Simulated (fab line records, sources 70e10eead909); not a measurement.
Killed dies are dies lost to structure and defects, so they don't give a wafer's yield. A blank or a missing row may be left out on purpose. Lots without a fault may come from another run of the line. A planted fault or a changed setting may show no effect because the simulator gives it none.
A struck lot beside a sound one | flow nand_harc | 41 steps out of a route of 1302
Sound: wafers L118.3, L118.4, L118.6. Struck: wafers L129.1, L129.4, L129.5. The cause comes at the end.
At each step with rows: each side's tool, then ch and its chambers, then its first start. Under that, the readings that differ: sound wafers | struck wafers | difference of the means | sigmas: that difference in standard deviations of wafers without a fault.
alike: readings whose means differ by less than 2 such deviations, and words and numbers that are the same on both sides. not compared: withheld readings, readings that some wafer has no value for, bounds like >300 that may hide the same value, and numbers for which the record gives no deviation and whose values overlap.
The two part at a step that has a row with sigmas, a row that says differs or no value, or rows on one side only. Numbers that don't overlap but have no deviation are shown without sigmas and don't part them. A reading that every wafer of one side lacks parts them only if that side has two wafers or more.

NHARC_A_M1_INSPECT_11:
  sound on defect_inspect-02, day 24 15:20; struck on defect_inspect-02, day 29 06:04
  alike: raw_defect_count
then, 1 step without rows for these wafers: NHARC_A_M1_DESCUM_14 (chemistry O2, time 3 s).
NHARC_A_M1_ETCH_35: etches the open film in N2/H2, target depth 40 nm, overetch 12 nm, time 43.94 s.
  sound on rie_diel-05 ch 1,2,3, day 24 15:30; struck on rie_diel-12 ch 1,2,3, day 29 06:13
  alike: bias_w, drypump_motor_current_A, oes_product_au, rf_vpp_V, showerhead_plenum_p_Torr, throttle_valve_pct
  not compared: rf_hours_counter_h
then, 1 step without rows for these wafers: NHARC_A_M1_ETCH_15 (etches the open film in C4F8/Ar, target depth 182.5 nm, time 91.2 s).
NHARC_A_M1_CD_MEAS_16:
  sound on cd_sem-03, day 24 15:43; struck on cd_sem-03, day 29 06:26
  alike: cd_nm
then, 4 steps without rows for these wafers: NHARC_A_M1_STRIP_18 (strips in N2/H2); NHARC_A_M1_ETCH_28 (etches the open film in CF4/N2, target depth 30 nm, time 72.99 s); NHARC_A_M1_STRIP_19 (strips in post etch residue remover, time 600 s); NHARC_A_M1_DEGAS_29 (time 60 s).
NHARC_A_M1_PRE_CLEAN_30: time 30 s.
  sound on pvd_sputter-03; struck on pvd_sputter-03
  alike: heater_power_w
then, 2 steps without rows for these wafers: NHARC_A_M1_PVD_20 (deposits TaN, target thk 5 nm, time 8.06 s); NHARC_A_M1_PVD_21 (deposits Cu, target thk 30 nm, time 20.49 s).
NHARC_A_M1_ECD_22: material Cu, target thk 400 nm.
  sound on ecd_cu-01 ch 0,1, day 24 16:53; struck on ecd_cu-01 ch 0,1, day 29 07:32
then, 2 steps without rows for these wafers: NHARC_A_M1_ANNEAL_31 (time 90 s); NHARC_A_M1_CMP_23 (polishes, t overpolish 20 s, target thk 154.34 nm).
NHARC_A_M1_THK_MEAS_24: measures by xrf.
  sound on film_metro-02, day 24 17:49; struck on film_metro-02, day 29 08:35
  alike: thk_nm
then, 2 steps without rows for these wafers: NHARC_A_M1_SRD_25; NHARC_A_M1_PRE_CLEAN_32 (time 12 s).
NHARC_A_M1_DEP_33: deposits SiCN, target thk 30 nm.
  sound on pecvd-01 ch 0,1, day 24 18:08; struck on pecvd-02 ch 0,1, day 29 08:56
  alike: chamber_pressure_Torr, heater_power_w
then, 2 steps without rows for these wafers: NHARC_A_BONDPAD_DEP_00 (deposits SiCN, target thk 250 nm); NHARC_A_BONDPAD_CMP_29 (polishes SiCN, target thk 200 nm).
NHARC_A_BONDPAD_THK_MEAS_30: measures by ellipsometry.
  sound on film_metro-02, day 24 19:22; struck on film_metro-02, day 29 10:07
  alike: thk_nm
then, 10 steps without rows for these wafers: NHARC_A_BONDPAD_SRD_31; NHARC_A_BONDPAD_DEHYDRATE_01 (time 120 s); NHARC_A_BONDPAD_HMDS_02 (time 30 s); NHARC_A_BONDPAD_COAT_33 (time 65 s); NHARC_A_BONDPAD_COAT_03 (resist thk 600 nm); NHARC_A_BONDPAD_SOFTBAKE_04 (time 70 s); NHARC_A_BONDPAD_EBR_05; NHARC_A_BONDPAD_EXPOSE_06 (exposes mask A BPAD); NHARC_A_BONDPAD_PEB_07 (peb time 80 s); NHARC_A_BONDPAD_DEVELOP_08 (time 50 s).
NHARC_A_BONDPAD_CD_MEAS_09: target cd 500 nm.
  sound on cd_sem-03 ch 0, day 24 19:49; struck on cd_sem-03 ch 0, day 29 10:40
  alike: cd_nm
NHARC_A_BONDPAD_OVL_MEAS_35:
  sound on overlay-01, day 24 19:54; struck on overlay-01, day 29 10:46
  alike: overlay_x_nm, overlay_y_nm
then, 2 steps without rows for these wafers: NHARC_A_BONDPAD_HARDBAKE_10 (time 65 s); NHARC_A_BONDPAD_DESCUM_11 (chemistry O2, time 3 s).
NHARC_A_BONDPAD_ETCH_34: etches the open film in N2/H2, target depth 60 nm, overetch 18 nm, time 65.91 s.
  sound on rie_diel-10 ch 1,2, day 24 20:06; struck on rie_diel-10 ch 0,1, day 29 10:58
  reading               | sound             | struck            | difference | sigmas
  oes_product_au (a.u.) | 1.009 1.007 1.010 | 0.989 1.001 0.986 | -0.017     | -2
  alike: bias_w, drypump_motor_current_A, rf_vpp_V, showerhead_plenum_p_Torr, throttle_valve_pct
  not compared: rf_hours_counter_h
then, 1 step without rows for these wafers: NHARC_A_BONDPAD_ETCH_12 (etches the open film in CHF3/O2, target depth 220 nm, time 110 s).
NHARC_A_BONDPAD_CD_MEAS_13:
  sound on cd_sem-03, day 24 20:20; struck on cd_sem-02, day 29 11:12
  alike: cd_nm
NHARC_A_BONDPAD_STRIP_15: strips in O2.
  sound on rie_diel-10 ch 2,3, day 24 20:25; struck on rie_diel-04 ch 0,2, day 29 11:16
  alike: drypump_motor_current_A, oes_product_au, rf_vpp_V, showerhead_plenum_p_Torr, throttle_valve_pct
  not compared: rf_hours_counter_h
NHARC_END_SORT_01:
  the record has rows for the struck wafers here (prober-01 ch 0, day 30 17:28) and none for the sound ones

WHERE THEY PART
First at NHARC_A_BONDPAD_ETCH_34; last, within this record, at NHARC_END_SORT_01.

WHY: what the simulator had put in
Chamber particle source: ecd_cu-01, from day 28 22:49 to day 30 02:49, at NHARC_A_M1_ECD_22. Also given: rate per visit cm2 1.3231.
